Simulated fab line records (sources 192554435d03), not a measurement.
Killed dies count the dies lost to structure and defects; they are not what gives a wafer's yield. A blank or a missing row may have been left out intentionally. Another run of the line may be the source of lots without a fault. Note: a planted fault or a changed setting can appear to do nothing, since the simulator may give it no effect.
One fault through the eyes of 2 desks / flow n5-finfet / only its own numbers are on each desk; what lay behind them is given at the end

== AT THE METROLOGY DESK ==
Means of the sampled wafers that have a number, per lot and without regard to the tool the lot ran on: this is what the gauges read. Any lot whose mean is over 4 standard deviations away from the usual mean is out of limits and marked OUT; that distance is given in the brackets. Shown here are 7 of its 11 readings, the ones lying furthest out on some lot.
Columns: A = DIBL_N at N5_BEOL_M4_RC_MEAS_101, usual 36.4 mV/V; B = DIBL_P at N5_BEOL_M4_RC_MEAS_101, usual 35.9 mV/V; C = IOFF_P at N5_BEOL_M4_RC_MEAS_101, usual 0.20 nA/um; D = ION_N at N5_BEOL_M4_RC_MEAS_101, usual 670 uA/um; E = ION_P at N5_BEOL_M4_RC_MEAS_101, usual 459 uA/um; F = SS_N at N5_BEOL_M4_RC_MEAS_101, usual 71.6 mV/dec; G = VT_P at N5_BEOL_M4_RC_MEAS_101, usual -252 mV
lot=L867; first seen here=day 6 19:18; A=36.6; B=36.2; C=0.23; D=673; E=468; F=71.0; G=-247
lot=L871; first seen here=day 7 08:42; A=35.9; B=35.9; C=0.20; D=682; E=462; F=72.0; G=-250
lot=L875; first seen here=day 8 22:13; A=36.1; B=33.5; C=0.18; D=670; E=464; F=71.3; G=-255
lot=L878; first seen here=day 9 07:41; A=37.4; B=35.8; C=0.21; D=674; E=462; F=71.0; G=-250
lot=L880; first seen here=day 9 15:24; A=36.9; B=37.2; C=0.21; D=672; E=462; F=72.4; G=-251
lot=L884; first seen here=day 11 03:16; A=36.2; B=36.2; C=0.21; D=677; E=463; F=72.0; G=-250
lot=L888; first seen here=day 12 00:02; A=36.6; B=36.5; C=0.19; D=661; E=449; F=71.4; G=-252
lot=L887; first seen here=day 12 00:05; A=33.8; B=32.7; C=0.15; D=650; E=450; F=70.9; G=-253
lot=L890; first seen here=day 12 01:56; A=35.4; B=34.0; C=0.15; D=660; E=450; F=71.2; G=-259
lot=L889; first seen here=day 12 01:56; A=35.4; B=35.5; C=0.20; D=667; E=458; F=71.7; G=-252
Result from this desk: across the 10 lots, nothing is out of limits.

== THE TOOL OWNER'S DESK: rie-diel-03 ==
The tool's own readings at N5_BEOL_M2_ETCH_63 (etches SiARC in CF4, target depth 15.6 nm, time 26 s): means of the sampled wafers that have a number, for each lot that ran on this tool. Any lot whose mean is over 4 standard deviations away from the usual mean is out of limits and marked OUT; that distance is given in the brackets.
Columns: A = drypump-motor-current-A at N5_BEOL_M2_ETCH_63, usual 5.7 A; B = etch-rf-on-time-s at N5_BEOL_M2_ETCH_63, usual 26.0 s; C = oes-product-au at N5_BEOL_M2_ETCH_63, usual 0.66 a.u.; D = rf-vpp-V at N5_BEOL_M2_ETCH_63, usual 183.9 V; E = showerhead-plenum-p-Torr at N5_BEOL_M2_ETCH_63, usual 2.13 Torr; F = throttle-valve-pct at N5_BEOL_M2_ETCH_63, usual 15.62 %
lot=L871; first seen here=day 7 12:26; A=5.7; B=26.3; C=0.63; D=184.0; E=2.15; F=15.72
lot=L875; first seen here=day 8 23:30; A=5.7; B=33.5 (+13) OUT; C=0.61; D=184.9; E=2.21; F=15.60
lot=L878; first seen here=day 9 10:26; A=6.2; B=33.8 (+14) OUT; C=0.55; D=183.2; E=2.09; F=15.64
lot=L880; first seen here=day 9 17:12; A=4.9; B=32.8 (+12) OUT; C=0.64; D=184.5; E=2.21; F=15.66
lot=L888; first seen here=day 12 02:57; A=6.2; B=26.3; C=0.60; D=183.3; E=2.10; F=15.69
lot=L889; first seen here=day 12 03:33; A=5.9; B=25.9; C=0.64; D=183.8; E=2.15; F=15.63
This desk's verdict: out of limits on L875, L878, L880, starting with L875 at day 8 23:30 (etch-rf-on-time-s at N5_BEOL_M2_ETCH_63). L871, L888, L889 stayed within limits.

== BROUGHT TOGETHER ==
An alarm could have come from the tool owner's desk at day 8 23:30, on L875, L878, L880.
The metrology desk saw nothing out of limits.
The metrology desk has L875, L878, L880 on record, within its limits.
Of the lots named, all ran N5_BEOL_M2_ETCH_63 on rie-diel-03.

== WHAT THE SIMULATOR HAD PUT IN ==
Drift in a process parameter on rie-diel-03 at N5_BEOL_M2_ETCH_63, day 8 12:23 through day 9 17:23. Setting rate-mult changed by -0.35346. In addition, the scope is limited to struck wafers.
Lots struck among those shown: L875, L878, L880.
Each desk's first reading out of limits, in hours after the fault started: the tool owner's desk, 11.
